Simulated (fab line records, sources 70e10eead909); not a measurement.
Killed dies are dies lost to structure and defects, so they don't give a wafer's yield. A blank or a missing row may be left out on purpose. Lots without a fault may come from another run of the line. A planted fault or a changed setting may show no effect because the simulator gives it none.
A struck lot beside a sound one | flow nand_harc | 13 steps out of a route of 1159
Sound: wafers L230.1, L230.2, L230.4. Struck: wafer L231.2. (L231.4, L231.6 of the same lot were not struck and are left out.) The cause comes at the end.
At each step with rows: each side's tool, then ch and its chambers, then its first start. Under that, the readings that differ: sound wafers | struck wafers | difference of the means | sigmas: that difference in standard deviations of wafers without a fault.
alike: readings whose means differ by less than 2 such deviations, and words and numbers that are the same on both sides. not compared: withheld readings, readings that some wafer has no value for, bounds like >300 that may hide the same value, and numbers for which the record gives no deviation and whose values overlap.
The two part at a step that has a row with sigmas, a row that says differs or no value, or rows on one side only. Numbers that don't overlap but have no deviation are shown without sigmas and don't part them. A reading that every wafer of one side lacks parts them only if that side has two wafers or more.

NHARC_A_SLIT_ETCH_29: etches the open film in CF4/O2, target depth 100 nm, overetch 10 nm, time 55 s.
  sound on rie_diel-03 ch 0,2,3, day 17 00:38; struck on rie_diel-04 ch 2, day 17 17:56
  reading                     | sound       | struck | difference | sigmas
  drypump_motor_current_A (A) | 5.0 5.4 5.2 | 6.3    | +1.1       | +3
  rf_hours_counter_h (h)      | 12 13 13    | 5      | -8         |
  alike: oes_product_au, rf_vpp_V, showerhead_plenum_p_Torr, throttle_valve_pct
NHARC_A_SLIT_STRIP_18: strips in O2.
  sound on rie_diel-03 ch 0,1,2; struck on rie_diel-04 ch 1
  reading                | sound    | struck | difference | sigmas
  rf_hours_counter_h (h) | 12 13 10 | 6      | -6         |
  alike: drypump_motor_current_A, oes_product_au, rf_vpp_V, showerhead_plenum_p_Torr, throttle_valve_pct
then, 2 steps without rows for these wafers: NHARC_A_SLIT_PRECLEAN_19 (cleans in SC1); NHARC_A_SLIT_SRD_20.
NHARC_A_SLIT_CD_MEAS_21:
  sound on cd_sem-01, day 17 01:10; struck on cd_sem-02, day 17 18:28
  alike: cd_nm
then, 3 steps without rows for these wafers: NHARC_A_SIN_REMOVE_WET_00 (chemistry H3PO4, time 15300 s); NHARC_A_SIN_REMOVE_PRECLEAN_01 (cleans in SC1); NHARC_A_SIN_REMOVE_SRD_02.
NHARC_A_SIN_REMOVE_INSPECT_04:
  sound on defect_inspect-02, day 17 08:50; struck on defect_inspect-02, day 18 02:08
  alike: raw_defect_count
NHARC_A_WL_FILL_ALD_00: deposits Al2O3, target thk 3 nm, pulse time 3 s, ald cycles 30.
  sound on ald_hk-01 ch 0,1,2, day 17 08:55; struck on ald_hk-04 ch 0, day 18 02:14
  alike: heater_power_w, precursor_pulse_height_rel
  not compared: ald_cycles
NHARC_A_WL_FILL_RTA_01: time 5 s.
  sound on rtp_anneal-02 ch 0, day 17 09:11; struck on rtp_anneal-01 ch 0, day 18 02:32
  reading             | sound    | struck | difference | sigmas
  lamp_power_pct (%)  | 33 33 33 | 26     | -7         | -2
  lamp_zone_4_pct (%) | 33 33 33 | 26     | -7         | -2
  alike: wafer_temp_C_max
NHARC_A_WL_FILL_ALD_02: deposits TiN, target thk 2 nm, pulse time 3 s, ald cycles 100.
  sound on ald_metal-03 ch 1,2,3, day 17 09:23; struck on ald_metal-01 ch 3, day 18 02:46
  reading    | sound       | struck | difference | sigmas
  ald_cycles | 100 100 100 | 154    | +54        |
  alike: heater_power_w, precursor_pulse_height_rel
-- the record jumps here: 5 days lie between the struck wafers' starts before and after (it left off in module A_WL_FILL and takes up again in module END, whose first step shown is number 1159 of the route) --
NHARC_END_SORT_01:
  sound on prober-02 ch 0, day 21 06:06; struck on prober-01 ch 0, day 22 18:50
  reading         | sound | struck | difference | sigmas
  killed_at_other | 1 3   | 0      | -2         | -2
  alike: killed_at_array, killed_at_periphery, killed_dies, killed_open, killed_short

WHERE THEY PART
First at NHARC_A_SLIT_ETCH_29; last, within this record, at NHARC_END_SORT_01.

WHY: what the simulator had put in
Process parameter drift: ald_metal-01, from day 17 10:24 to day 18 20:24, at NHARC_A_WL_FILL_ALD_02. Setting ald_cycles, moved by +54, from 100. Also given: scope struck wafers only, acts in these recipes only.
